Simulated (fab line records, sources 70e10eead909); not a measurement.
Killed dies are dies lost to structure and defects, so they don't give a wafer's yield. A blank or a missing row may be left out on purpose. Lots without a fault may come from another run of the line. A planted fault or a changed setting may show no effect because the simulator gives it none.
fab line records | flow nand_harc
record lots=24 wafers=72 last_day=33
route steps=1302 shown A_STAIRCASE@653
lots that met no fault: from a run of the same line without faults
start_h: hours from the record's first day to the start of the lot's first wafer shown | wait_h: hours since the lot's step before | " the same as in the row above | L1.1+2: a row that stands for several wafers | - no value, or no start given | * or withheld: withheld | < > ~ a bound
route shown NAME@n: a module of which the file shows steps, and the number in the route of the first | usual: mean/standard deviation of fault-free wafers | same: alike in all rows | chamber/n: place in a boat | sites: the reading at each site | _std_site: their standard deviation | _edge_site: outer sites' mean less inner sites' | radius_mm: how far each site lies from the wafer's centre | mask NAME#n: copy n | behind: the tool/chamber that last shaped the wafer | hold: why the lot was held/for how many hours/how that ended | device: the transistor (n, p or np) that didn't switch | end of line: the same wafers' tests at the end of the route | a step without rows: its recipe alone | killed: dies lost to structure and defects at the first sort, not the wafer's yield | map: a wafer's dies, x killed, . not, _ none there
set.NAME: the setting as run; set.NAME@STEP: as run at that earlier step | model.NAME: the simulator's own value behind a step, which no gauge read
steps of the route over a sample of lots; a table a step, a row a wafer
services: from which hour (start_h, from the record's first day; less than 0 if before it) a tool's chamber was out of use, for how many hours, and why
## steps
# step NHARC_A_STAIRCASE_STRIP_171
# recipe power_w=1500 temp_c=250 chemistry=O2
# usual drypump_motor_current_A=5.87/0.28 heater_power_w=338/20
# columns lot.wafer tool chamber start_h wait_h drypump_motor_current_A heater_power_w rf_hours_counter_h
L074.2 plasma_asher-01 1 354.56 - 5.74 348 1
L074.1 " 0 " " 5.55 305 1
L074.3 " 1 " " 5.75 346 -
L076.2 plasma_asher-01 0 366.12 - 5.57 316 3
L076.3 " 1 " " 5.79 354 -
L076.6 " 0 " " 5.56 305 -
L075.2 plasma_asher-02 0 366.37 - 6.33 337 24
L075.4 " 1 " " 5.83 348 -
L075.6 " 1 " " 5.85 346 -
L078.3 plasma_asher-02 1 386.12 - 5.81 353 -
L078.4 " 0 " " 6.31 336 -
L078.6 " 0 " " 6.36 342 -
L077.4 plasma_asher-01 1 386.28 - 5.73 361 -
L077.6 " 0 " " 5.54 304 -
L077.5 " 1 " " 5.74 351 -
L079.1 plasma_asher-01 0 398.60 - 5.57 308 9
L079.4 " 1 " " 5.75 347 -
L079.5 " 0 " " 5.55 305 -
L080.4 plasma_asher-02 0 398.98 - 6.32 345 -
L080.3 " 1 " " 5.84 353 -
L080.5 " 1 " " 5.85 344 -
L081.2 plasma_asher-01 0 417.70 - 5.55 304 14
L081.3 " 1 " " 5.78 349 -
L081.5 " 1 " " 5.77 350 -
L083.1 plasma_asher-01 1 440.80 - 5.75 351 18
L083.6 " 1 " " 5.76 359 -
L083.5 " 0 " " 5.57 300 -
L082.2 plasma_asher-02 0 440.88 - 6.35 346 1
L082.4 " 0 " " 6.36 349 -
L082.5 " 1 " " 5.84 347 -
L084.1 plasma_asher-02 1 446.54 - 5.85 354 2
L084.3 " 1 " " 5.85 354 -
L084.6 " 1 " " 5.83 351 -
L085.3 plasma_asher-01 1 459.25 - 5.76 339 -
L085.4 " 0 " " 5.56 305 -
L085.6 " 0 " " 5.58 310 -
L086.4 plasma_asher-02 0 471.61 - 6.30 350 -
L086.5 " 0 " " 6.32 355 -
L086.6 " 1 " " 5.83 345 -
L087.1 plasma_asher-01 1 471.80 - 5.76 332 25
L087.3 " 0 " " 5.54 309 -
L087.4 " 1 " " 5.77 350 -
L088.2 plasma_asher-02 0 493.18 - 6.33 346 13
L088.4 " 1 " " 5.84 340 -
L088.5 " 0 " " 6.32 347 -
L089.1 plasma_asher-01 1 493.29 - 5.75 346 30
L089.3 " 1 " " 5.77 345 -
L089.6 " 1 " " 5.75 347 -
L090.1 plasma_asher-02 1 514.25 - 5.82 343 17
L090.3 " 0 " " 6.34 351 -
L090.4 " 1 " " 5.81 348 -
L091.2 plasma_asher-02 1 522.66 - 5.80 344 19
L091.3 " 0 " " 6.35 339 -
L091.5 " 0 " " 6.30 347 -
L092.2 plasma_asher-01 0 538.62 - 5.55 303 2
L092.1 " 1 " " 5.74 369 2
L092.4 " 1 " " 5.75 364 -
L094.2 plasma_asher-02 0 543.11 - 6.28 343 25
L094.4 " 1 " " 5.86 348 -
L094.6 " 1 " " 5.84 353 -
L093.1 plasma_asher-01 1 543.26 - 5.77 356 2
L093.3 " 1 " " 5.76 366 -
L093.5 " 1 " " 5.78 367 -
L095.2 plasma_asher-02 1 564.20 - 5.82 356 30
L095.4 " 0 " " 6.35 357 -
L095.5 " 1 " " 5.85 357 -
L097.2 plasma_asher-02 0 570.53 - 6.34 357 31
L097.3 " 1 " " 5.81 350 -
L097.4 " 0 " " 6.33 343 -
L096.4 plasma_asher-01 1 574.40 - 5.78 360 -
L096.6 " 1 " " 5.76 369 -
L096.5 " 0 " " 5.56 301 -
# step NHARC_A_STAIRCASE_TRIM_14
# recipe time_s=211.2 o2_flow_sccm=500 ar_flow_sccm=0 bias_w=0 chemistry=O2
# usual drypump_motor_current_A=5.6/0.6 oes_product_au=1.000/0.01 rf_vpp_V=57.8/0.83 showerhead_plenum_p_Torr=3.54/0.14 throttle_valve_pct=17.036/0.0091
# columns lot.wafer tool chamber start_h wait_h drypump_motor_current_A oes_product_au rf_hours_counter_h rf_vpp_V showerhead_plenum_p_Torr throttle_valve_pct
L074.2 rie_diel-02 0 - - 6.7 1.009 37 56.7 3.76 17.028
L074.1 " 1 " " 6.3 0.993 43 58.3 3.60 17.032
L074.3 " 2 " " 5.7 1.014 42 58.4 3.60 17.029
L076.3 rie_diel-09 2 - - 5.0 0.982 18 56.0 3.29 17.062
L076.2 " 0 " " 6.2 0.991 14 58.8 3.74 17.028
L076.6 " 2 " " 5.0 0.982 - 57.3 3.29 17.044
L075.2 rie_diel-02 0 - - 6.7 1.003 41 58.8 3.76 17.036
L075.4 " 1 " " 6.3 1.001 - 57.6 3.60 17.043
L075.6 " 3 " " 4.9 0.998 - 58.5 3.39 17.033
L078.4 rie_diel-08 2 - - 5.5 1.002 2 57.8 3.51 17.029
L078.3 " 3 " " 4.8 1.006 3 56.3 3.51 17.047
L078.6 " 1 " " 5.6 1.006 - 58.4 3.78 17.029
L077.4 rie_diel-02 1 - - 6.3 1.008 54 58.9 3.60 17.028
L077.6 " 2 " " 5.7 0.999 - 57.5 3.60 17.032
L077.5 " 3 " " 5.0 1.009 - 58.5 3.39 17.032
L079.1 rie_diel-09 1 - - 6.2 0.991 28 57.7 3.49 17.054
L079.4 " 3 " " 4.7 1.011 29 59.0 3.54 17.035
L079.5 " 1 " " 6.2 0.998 - 58.0 3.49 17.050
L080.3 rie_diel-08 2 - - 5.6 1.003 8 58.1 3.50 17.040
L080.4 " 2 " " 5.6 1.002 - 57.3 3.50 17.028
L080.5 " 0 " " 5.5 1.005 - 57.3 3.41 17.036
L081.3 rie_diel-09 2 - - 5.0 0.984 37 57.3 3.28 17.034
L081.2 " 3 " " 4.7 1.005 35 58.0 3.54 17.043
L081.5 " 1 " " 6.2 0.987 - 59.7 3.49 17.020
L083.1 rie_diel-09 2 - - 5.0 0.993 46 56.2 3.27 17.043
L083.5 " 1 " " 6.2 0.996 - 57.6 3.48 17.030
L083.6 " 2 " " 5.0 0.989 - 57.7 3.27 17.019
L082.2 rie_diel-02 2 - - 5.7 0.997 12 57.2 3.59 17.054
L082.4 " 0 " " 6.7 1.026 14 58.3 3.75 17.047
L082.5 " 3 " " 4.9 1.007 - 57.3 3.38 17.033
L084.3 rie_diel-02 1 - - 6.3 0.989 15 57.8 3.59 17.032
L084.1 " 0 " " 6.7 1.011 16 58.4 3.75 17.030
L084.6 " 2 " " 5.7 0.980 - 56.7 3.59 17.029
L085.3 rie_diel-08 0 - - 5.6 0.995 29 56.6 3.40 17.041
L085.4 " 2 " " 5.5 0.990 27 58.0 3.49 17.045
L085.6 " 0 " " 5.6 1.003 - 58.2 3.40 17.037
L086.4 rie_diel-02 0 - - 6.7 1.011 26 57.8 3.74 17.046
L086.5 " 3 " " 5.0 0.993 - 58.4 3.37 17.027
L086.6 " 0 " " 6.7 1.014 - 57.5 3.74 17.042
L087.3 rie_diel-08 0 - - 5.6 1.013 32 57.9 3.39 17.041
L087.1 " 1 " " 5.6 1.012 28 58.7 3.76 17.050
L087.4 " 2 " " 5.6 1.011 30 57.5 3.49 17.033
L088.2 rie_diel-08 3 - - 4.9 1.002 39 57.8 3.49 17.025
L088.4 " 0 " " 5.6 0.992 41 55.3 3.39 17.031
L088.5 " 1 " " 5.6 1.007 - 58.0 3.76 17.043
L089.1 rie_diel-08 2 - - 5.6 1.013 37 58.2 3.49 17.037
L089.3 " 3 " " 4.9 1.017 39 58.9 3.49 17.038
L089.6 " 2 " " 5.6 1.011 - 58.1 3.49 17.041
L090.3 rie_diel-08 1 - - 5.6 0.997 43 57.8 3.75 17.034
L090.4 " 2 " " 5.5 1.004 43 55.8 3.48 17.040
L090.1 " 3 " " 4.9 1.009 45 57.3 3.48 17.028
L091.2 rie_diel-08 2 - - 5.6 1.014 49 58.7 3.48 17.047
L091.3 " 3 " " 4.9 1.008 48 56.9 3.48 17.025
L091.5 " 1 " " 5.6 1.013 - 58.2 3.75 17.025
L092.1 rie_diel-09 2 - - 5.0 0.988 9 57.5 3.80 17.039
L092.2 " 3 " " 4.7 1.011 10 59.1 3.52 17.052
L092.4 " 0 " " 6.1 0.985 - 59.0 3.71 17.041
L094.4 rie_diel-02 2 545.04 - 5.7 0.986 42 57.7 3.57 17.040
L094.2 " 0 " " 6.7 1.004 49 58.2 3.73 17.049
L094.6 " 3 " " 5.0 0.992 - 56.9 3.36 17.027
L093.1 rie_diel-02 3 - - 4.9 0.994 51 57.4 3.36 17.025
L093.3 " 1 " " 6.3 0.992 46 57.9 3.57 17.034
L093.5 " 3 " " 4.9 0.988 - 58.0 3.36 17.048
L095.2 rie_diel-08 0 - - 5.5 1.002 4 57.9 3.38 17.045
L095.5 " 3 " " 4.9 1.006 - 58.7 3.48 17.040
L095.4 " 2 " " 5.5 0.995 - 58.1 3.47 17.025
L097.2 rie_diel-08 3 - - 4.9 1.015 6 57.7 3.48 17.032
L097.3 " 0 " " 5.6 1.012 6 57.1 3.38 17.045
L097.4 " 3 " " 4.9 1.004 - 57.5 3.48 17.026
L096.5 rie_diel-09 0 - - 6.2 0.983 - 58.1 3.70 17.044
L096.6 " 2 " " 5.0 0.995 - 57.3 3.79 17.047
L096.4 " 3 " " 4.7 1.008 - 57.9 3.51 17.029
# step NHARC_A_STAIRCASE_ETCH_19
# recipe target_depth_a=1000 time_s=40.5 ion_energy_ev=400 c4f8_flow_sccm=20 o2_flow_sccm=10 ar_flow_sccm=withheld rf_w=600 bias_w=1000 chemistry=C4F8/O2
# usual oes_product_au=0.943/0.014 rf_vpp_V=897/5.1
# columns lot.wafer tool chamber start_h wait_h oes_product_au rf_hours_counter_h rf_vpp_V
L074.1 rie_diel-02 0 - - 0.948 37 904
L074.2 " 1 " " 0.936 44 901
L074.3 " 2 " " 0.931 43 901
L076.3 rie_diel-09 2 - - 0.917 18 887
L076.2 " 3 " " 0.943 16 897
L076.6 " 3 " " 0.946 - 896
L075.2 rie_diel-02 3 - - 0.946 41 893
L075.6 " 3 " " 0.938 - 892
L075.4 " 0 " " 0.948 - 904
L077.4 rie_diel-02 0 - - 0.937 45 905
L077.6 " 1 " " 0.949 - 898
L077.5 " 2 " " 0.945 - 898
L078.3 rie_diel-08 0 - - 0.939 3 893
L078.4 " 2 " " 0.934 2 897
L078.6 " 3 " " 0.943 - 895
L079.4 rie_diel-09 0 - - 0.930 28 904
L079.1 " 2 " " 0.938 32 886
L079.5 " 1 " " 0.927 - 895
L080.3 rie_diel-08 0 - - 0.947 11 892
L080.5 " 3 " " 0.967 - 895
L080.4 " 2 " " 0.947 - 894
L081.3 rie_diel-09 0 - - 0.946 35 903
L081.2 " 2 " " 0.926 41 886
L081.5 " 3 " " 0.949 - 896
L083.1 rie_diel-09 1 - - 0.914 43 896
L083.5 " 0 " " 0.950 - 904
L083.6 " 1 " " 0.925 - 895
L082.4 rie_diel-02 0 - - 0.966 14 904
L082.2 " 1 " " 0.938 12 899
L082.5 " 2 " " 0.927 - 897
L084.1 rie_diel-02 0 - - 0.959 16 904
L084.3 " 2 " " 0.942 14 898
L084.6 " 0 " " 0.955 - 905
L085.3 rie_diel-08 0 - - 0.935 29 891
L085.4 " 1 " " 0.942 24 904
L085.6 " 0 " " 0.941 - 892
L086.4 rie_diel-02 0 - - 0.963 27 903
L086.6 " 1 " " 0.948 - 899
L086.5 " 2 " " 0.946 - 899
L087.1 rie_diel-08 1 - - 0.939 28 904
L087.4 " 3 " " 0.954 32 895
L087.3 " 0 " " 0.941 33 891
L088.2 rie_diel-08 0 - - 0.955 42 891
L088.4 " 2 " " 0.930 38 894
L088.5 " 3 " " 0.953 - 895
L089.1 rie_diel-08 0 - - 0.937 42 891
L089.3 " 2 " " 0.936 38 893
L089.6 " 1 " " 0.962 - 904
L090.3 rie_diel-08 3 - - 0.955 45 895
L090.4 " 0 " " 0.952 48 892
L090.1 " 1 " " 0.942 43 905
L091.2 rie_diel-08 1 - - 0.944 49 905
L091.3 " 2 " " 0.948 49 894
L091.5 " 1 " " 0.931 - 904
L092.2 rie_diel-09 2 - - 0.932 10 906
L092.1 " 3 " " 0.943 10 896
L092.4 " 2 " " 0.931 - 905
L094.2 rie_diel-02 2 545.85 - 0.980 43 897
L094.4 " 0 " " 0.997 50 903
L094.6 " 2 " " 0.985 - 899
L093.1 rie_diel-02 1 - - 0.921 47 897
L093.3 " 0 " " 0.952 50 902
L093.5 " 1 " " 0.917 - 898
L095.2 rie_diel-08 2 - - 0.954 5 894
L095.4 " 2 " " 0.958 - 894
L095.5 " 0 " " 0.956 - 891
L097.2 rie_diel-08 3 - - 0.938 7 894
L097.3 " 0 " " 0.939 7 890
L097.4 " 0 " " 0.940 - 892
L096.6 rie_diel-09 3 - - 0.937 - 895
L096.4 " 0 " " 0.927 - 902
L096.5 " 2 " " 0.924 - 905
# step NHARC_A_STAIRCASE_TRIM_22
# recipe time_s=211.2 o2_flow_sccm=500 ar_flow_sccm=0 bias_w=0 chemistry=O2
# usual drypump_motor_current_A=5.6/0.61 oes_product_au=0.998/0.011 rf_vpp_V=57.7/0.9 showerhead_plenum_p_Torr=3.54/0.14 throttle_valve_pct=17.035/0.0088
# columns lot.wafer tool chamber start_h wait_h drypump_motor_current_A oes_product_au rf_hours_counter_h rf_vpp_V showerhead_plenum_p_Torr throttle_valve_pct
L074.1 rie_diel-02 1 - - 6.3 0.999 44 57.5 3.60 17.041
L074.2 " 2 " " 5.7 0.993 43 58.2 3.60 17.025
L074.3 " 3 " " 4.9 1.002 37 57.3 3.39 17.053
L076.3 rie_diel-09 2 - - 5.0 0.989 18 57.7 3.29 17.021
L076.2 " 3 " " 4.7 1.005 16 57.8 3.55 17.026
L076.6 " 1 " " 6.3 0.995 - 59.2 3.50 17.036
L075.4 rie_diel-09 0 - - 6.2 0.994 15 58.9 3.74 17.041
L075.2 " 1 " " 6.2 0.998 16 58.0 3.50 17.043
L075.6 " 0 " " 6.1 0.992 - 58.5 3.74 17.047
L078.4 rie_diel-08 3 - - 4.9 1.020 4 57.5 3.51 17.035
L078.3 " 1 " " 5.6 1.013 3 57.7 3.78 17.035
L078.6 " 0 " " 5.6 1.000 - 58.0 3.41 17.035
L077.4 rie_diel-02 1 - - 6.3 0.997 55 59.2 3.60 17.027
L077.6 " 1 " " 6.3 0.998 - 58.1 3.60 17.045
L077.5 " 2 " " 5.7 0.985 - 58.7 3.59 17.039
L079.1 rie_diel-09 1 - - 6.2 0.983 28 57.9 3.49 17.030
L079.4 " 0 " " 6.1 0.994 28 58.0 3.73 17.018
L079.5 " 2 " " 5.0 0.984 - 58.2 3.28 17.025
L080.3 rie_diel-08 3 - - 4.9 1.012 10 58.5 3.50 17.053
L080.5 " 2 " " 5.6 1.002 - 58.5 3.50 17.032
L080.4 " 3 " " 4.9 1.017 - 58.7 3.50 17.039
L081.2 rie_diel-02 0 - - 6.8 1.012 7 56.3 3.75 17.032
L081.3 " 1 " " 6.3 0.986 7 57.1 3.59 17.028
L081.5 " 0 " " 6.7 1.013 - 59.5 3.75 17.036
L083.1 rie_diel-09 0 - - 6.2 0.995 43 57.8 3.72 17.034
L083.6 " 0 " " 6.1 0.996 - 57.2 3.72 17.040
L083.5 " 1 " " 6.2 0.980 - 57.3 3.48 17.034
L082.2 rie_diel-02 0 - - 6.8 1.009 14 59.4 3.75 17.051
L082.4 " 2 " " 5.7 0.998 12 57.3 3.59 17.031
L082.5 " 0 " " 6.8 1.016 - 59.2 3.75 17.031
L084.1 rie_diel-09 2 - - 5.0 0.984 49 57.5 3.27 17.021
L084.3 " 3 " " 4.7 1.004 46 57.2 3.53 17.046
L084.6 " 2 " " 5.0 0.990 - 55.8 3.27 17.033
L085.4 rie_diel-08 1 - - 5.6 1.007 24 58.6 3.76 17.039
L085.3 " 3 " " 4.9 1.005 29 58.9 3.49 17.043
L085.6 " 2 " " 5.5 0.997 - 56.6 3.49 17.026
L086.4 rie_diel-08 0 - - 5.6 1.009 33 56.8 3.39 17.052
L086.5 " 3 " " 4.8 1.009 - 57.3 3.49 17.023
L086.6 " 0 " " 5.6 1.003 - 57.1 3.39 17.037
L087.1 rie_diel-02 2 - - 5.7 1.011 19 58.5 3.58 17.035
L087.3 " 3 " " 4.9 0.996 27 55.4 3.37 17.029
L087.4 " 0 " " 6.7 1.022 27 58.4 3.74 17.029
L088.2 rie_diel-02 2 - - 5.7 0.980 25 58.7 3.58 17.030
L088.4 " 1 " " 6.3 0.982 31 57.7 3.58 17.041
L088.5 " 3 " " 4.9 0.994 - 57.3 3.37 17.035
L089.1 rie_diel-08 2 - - 5.5 0.995 38 56.7 3.49 17.021
L089.3 " 3 " " 4.8 1.002 40 59.2 3.49 17.031
L089.6 " 3 " " 4.8 1.002 - 57.2 3.49 17.045
L090.4 rie_diel-02 1 - - 6.3 0.991 38 57.4 3.58 17.028
L090.3 " 3 " " 5.0 0.994 39 55.7 3.37 17.040
L090.1 " 0 " " 6.7 1.006 40 57.3 3.73 17.038
L091.3 rie_diel-09 0 - - 6.1 0.982 6 58.1 3.71 17.036
L091.2 " 1 " " 6.2 0.977 6 58.5 3.47 17.013
L091.5 " 0 " " 6.2 0.983 - 58.6 3.71 17.037
L092.2 rie_diel-08 2 - - 5.6 1.011 52 57.8 3.48 17.046
L092.4 " 3 " " 4.9 1.012 52 57.1 3.48 17.040
L092.1 " 1 " " 5.6 1.005 53 58.1 3.75 17.034
L094.2 rie_diel-09 2 - - 5.0 0.982 12 59.4 3.80 17.033
L094.4 " 3 " " 4.7 1.004 - 58.1 3.52 17.034
L094.6 " 0 " " 6.1 0.992 - 58.4 3.70 17.040
L093.3 rie_diel-02 0 - - 6.7 1.011 50 57.5 3.73 17.047
L093.1 " 1 " " 6.3 0.979 47 57.6 3.57 17.026
L093.5 " 2 " " 5.7 0.994 - 57.0 3.57 17.022
L095.2 rie_diel-08 2 - - 5.6 0.991 5 57.6 3.47 17.048
L095.4 " 2 " " 5.6 0.999 - 57.5 3.47 17.044
L095.5 " 3 " " 4.8 1.000 - 57.1 3.48 17.046
L097.2 rie_diel-08 2 - - 5.6 1.004 7 57.9 3.47 17.022
L097.3 " 0 " " 5.6 1.008 7 56.9 3.38 17.033
L097.4 " 3 " " 4.8 1.017 - 56.8 3.48 17.036
L096.4 rie_diel-08 2 - - 5.6 1.001 9 57.6 3.47 17.023
L096.5 " 3 " " 4.9 1.007 - 57.6 3.47 17.036
L096.6 " 0 " " 5.5 1.012 - 56.7 3.38 17.047
# step NHARC_A_STAIRCASE_ETCH_25
# recipe target_depth_a=1000 time_s=40.5 ion_energy_ev=400 c4f8_flow_sccm=20 o2_flow_sccm=10 ar_flow_sccm=withheld rf_w=600 bias_w=1000 chemistry=C4F8/O2
# usual oes_product_au=0.944/0.011 rf_vpp_V=897/5.3
# columns lot.wafer tool chamber start_h wait_h oes_product_au rf_hours_counter_h rf_vpp_V
L074.1 rie_diel-02 2 - - 0.947 43 898
L074.2 " 3 " " 0.949 37 892
L074.3 " 0 " " 0.959 37 905
L076.3 rie_diel-09 0 - - 0.931 15 902
L076.2 " 1 " " 0.937 16 896
L076.6 " 1 " " 0.930 - 895
L075.2 rie_diel-09 3 - - 0.948 17 896
L075.4 " 0 " " 0.948 15 903
L075.6 " 3 " " 0.955 - 897
L077.4 rie_diel-02 0 - - 0.955 46 904
L077.5 " 2 " " 0.947 - 898
L077.6 " 3 " " 0.945 - 892
L078.4 rie_diel-08 2 - - 0.947 3 897
L078.3 " 0 " " 0.929 5 892
L078.6 " 2 " " 0.948 - 896
L079.4 rie_diel-09 1 - - 0.935 29 895
L079.1 " 0 " " 0.929 28 903
L079.5 " 2 " " 0.920 - 887
L080.3 rie_diel-08 2 - - 0.937 8 895
L080.4 " 2 " " 0.947 - 895
L080.5 " 0 " " 0.941 - 892
L081.2 rie_diel-02 2 - - 0.944 6 899
L081.3 " 0 " " 0.972 7 904
L081.5 " 3 " " 0.946 - 890
L083.1 rie_diel-09 2 - - 0.946 47 887
L083.6 " 1 " " 0.951 - 893
L083.5 " 2 " " 0.944 - 886
L082.2 rie_diel-02 0 - - 0.957 14 904
L082.4 " 3 " " 0.946 14 892
L082.5 " 0 " " 0.953 - 905
L084.1 rie_diel-09 2 - - 0.941 49 886
L084.3 " 3 " " 0.964 46 898
L084.6 " 1 " " 0.927 - 893
L085.3 rie_diel-08 1 - - 0.950 24 904
L085.4 " 2 " " 0.936 27 895
L085.6 " 1 " " 0.950 - 904
L087.4 rie_diel-02 3 - - 0.919 27 891
L087.1 " 0 " " 0.933 28 904
L087.3 " 1 " " 0.922 26 899
L086.4 rie_diel-08 3 - - 0.936 34 893
L086.6 " 1 " " 0.943 - 905
L086.5 " 2 " " 0.936 - 894
L088.2 rie_diel-02 0 - - 0.967 33 904
L088.4 " 2 " " 0.936 25 899
L088.5 " 0 " " 0.971 - 902
L089.3 rie_diel-08 3 - - 0.959 40 893
L089.1 " 1 " " 0.941 38 905
L089.6 " 3 " " 0.949 - 895
L090.3 rie_diel-02 3 - - 0.939 39 890
L090.1 " 1 " " 0.947 38 899
L090.4 " 2 " " 0.945 32 899
L091.2 rie_diel-09 1 - - 0.931 6 894
L091.3 " 2 " " 0.924 7 907
L091.5 " 2 " " 0.938 - 905
L092.1 rie_diel-08 1 - - 0.954 53 905
L092.4 " 2 " " 0.965 52 893
L092.2 " 0 " " 0.959 55 892
L094.2 rie_diel-09 2 - - 0.933 13 906
L094.4 " 0 " " 0.946 - 903
L094.6 " 3 " " 0.958 - 894
L093.1 rie_diel-02 3 - - 0.943 52 891
L093.3 " 0 " " 0.959 50 902
L093.5 " 3 " " 0.935 - 890
L095.2 rie_diel-08 0 - - 0.956 5 891
L095.4 " 3 " " 0.946 - 894
L095.5 " 0 " " 0.940 - 889
L097.4 rie_diel-08 2 - - 0.933 8 893
L097.2 " 3 " " 0.945 8 895
L097.3 " 0 " " 0.960 8 893
L096.4 rie_diel-08 0 - - 0.946 9 892
L096.5 " 0 " " 0.945 - 890
L096.6 " 1 " " 0.951 - 904
# step NHARC_A_STAIRCASE_ETCH_27
# recipe target_depth_a=1000 time_s=40.5 ion_energy_ev=400 c4f8_flow_sccm=20 o2_flow_sccm=10 ar_flow_sccm=withheld rf_w=600 bias_w=1000 chemistry=C4F8/O2
# usual oes_product_au=0.946/0.0091 rf_vpp_V=896/5.3
# columns lot.wafer tool chamber start_h wait_h oes_product_au rf_hours_counter_h rf_vpp_V
L074.1 rie_diel-02 0 - - 0.946 38 903
L074.3 " 1 " " 0.951 44 899
L074.2 " 2 " " 0.951 43 898
L076.2 rie_diel-09 2 - - 0.920 19 888
L076.3 " 1 " " 0.939 16 895
L076.6 " 3 " " 0.951 - 898
L075.2 rie_diel-09 3 - - 0.955 19 895
L075.4 " 1 " " 0.934 20 896
L075.6 " 0 " " 0.946 - 903
L077.4 rie_diel-02 0 - - 0.952 46 906
L077.5 " 1 " " 0.965 - 897
L077.6 " 2 " " 0.959 - 898
L078.3 rie_diel-08 1 - - 0.959 4 906
L078.4 " 2 " " 0.950 3 896
L078.6 " 0 " " 0.937 - 892
L079.1 rie_diel-09 3 - - 0.947 30 896
L079.4 " 0 " " 0.939 28 903
L079.5 " 2 " " 0.946 - 886
L080.3 rie_diel-08 2 - - 0.933 9 895
L080.4 " 3 " " 0.951 - 894
L080.5 " 2 " " 0.936 - 895
L081.3 rie_diel-02 0 - - 0.954 7 904
L081.2 " 2 " " 0.950 6 898
L081.5 " 0 " " 0.966 - 905
L083.1 rie_diel-09 2 - - 0.944 47 886
L083.6 " 2 " " 0.949 - 887
L083.5 " 3 " " 0.950 - 895
L082.4 rie_diel-02 3 - - 0.942 14 891
L082.2 " 0 " " 0.968 14 904
L082.5 " 0 " " 0.966 - 903
L084.1 rie_diel-09 3 - - 0.964 46 896
L084.3 " 0 " " 0.933 44 904
L084.6 " 0 " " 0.940 - 905
L085.3 rie_diel-08 3 - - 0.946 30 896
L085.4 " 1 " " 0.963 25 905
L085.6 " 2 " " 0.947 - 895
L087.1 rie_diel-02 3 - - 0.946 27 890
L087.4 " 0 " " 0.946 28 904
L087.3 " 2 " " 0.942 20 897
L086.4 rie_diel-08 1 - - 0.951 33 904
L086.6 " 0 " " 0.938 - 891
L086.5 " 1 " " 0.951 - 905
L088.4 rie_diel-02 1 - - 0.943 31 898
L088.2 " 2 " " 0.937 25 898
L088.5 " 1 " " 0.944 - 898
L089.3 rie_diel-08 0 - - 0.942 42 893
L089.1 " 1 " " 0.949 38 904
L089.6 " 0 " " 0.947 - 892
L090.4 rie_diel-02 1 - - 0.936 38 897
L090.3 " 2 " " 0.939 32 897
L090.1 " 3 " " 0.947 39 890
L091.3 rie_diel-09 0 - - 0.946 6 902
L091.2 " 1 " " 0.929 6 893
L091.5 " 3 " " 0.957 - 896
L092.4 rie_diel-08 0 - - 0.958 55 890
L092.2 " 1 " " 0.953 53 905
L092.1 " 2 " " 0.952 52 896
L094.2 rie_diel-09 3 - - 0.967 14 895
L094.6 " 3 " " 0.954 - 894
L094.4 " 2 " " 0.936 - 905
L093.3 rie_diel-02 1 - - 0.928 48 899
L093.1 " 2 " " 0.932 44 898
L093.5 " 0 " " 0.941 - 905
L095.2 rie_diel-08 3 - - 0.940 5 893
L095.4 " 2 " " 0.944 - 894
L095.5 " 0 " " 0.949 - 891
L097.2 rie_diel-08 0 - - 0.943 9 891
L097.3 " 2 " " 0.955 9 895
L097.4 " 3 " " 0.957 9 894
L096.4 rie_diel-08 0 - - 0.947 9 890
L096.5 " 2 " " 0.940 - 894
L096.6 " 3 " " 0.943 - 895
## services
# columns tool chamber start_h hours kind
plasma_asher-01 - 342.01 9.0 pm
rie_diel-08 0 347.87 - clean
rie_diel-08 1 347.87 - clean
rie_diel-08 2 347.87 - clean
rie_diel-08 3 347.87 - clean
rie_diel-08 - 367.84 9.0 pm
rie_diel-08 0 367.84 9.0 vent_cycle
rie_diel-08 1 367.84 9.0 vent_cycle
rie_diel-08 2 379.29 7.0 repair
rie_diel-02 - 393.86 9.0 pm
plasma_asher-02 - 396.34 1.8 repair
rie_diel-08 1 401.22 6.6 repair
plasma_asher-02 - 426.00 9.0 pm
rie_diel-02 - 442.16 0.3 repair
rie_diel-09 3 451.33 8.9 repair
rie_diel-02 2 455.77 5.2 repair
rie_diel-08 0 465.72 2.6 repair
rie_diel-09 - 497.17 9.0 pm
plasma_asher-01 - 512.27 3.6 repair
plasma_asher-01 - 519.01 9.0 pm
rie_diel-09 1 539.60 45.0 repair
rie_diel-08 - 544.89 9.0 pm
rie_diel-08 - 569.67 0.4 repair
rie_diel-02 - 570.88 9.0 pm
## key
fault none
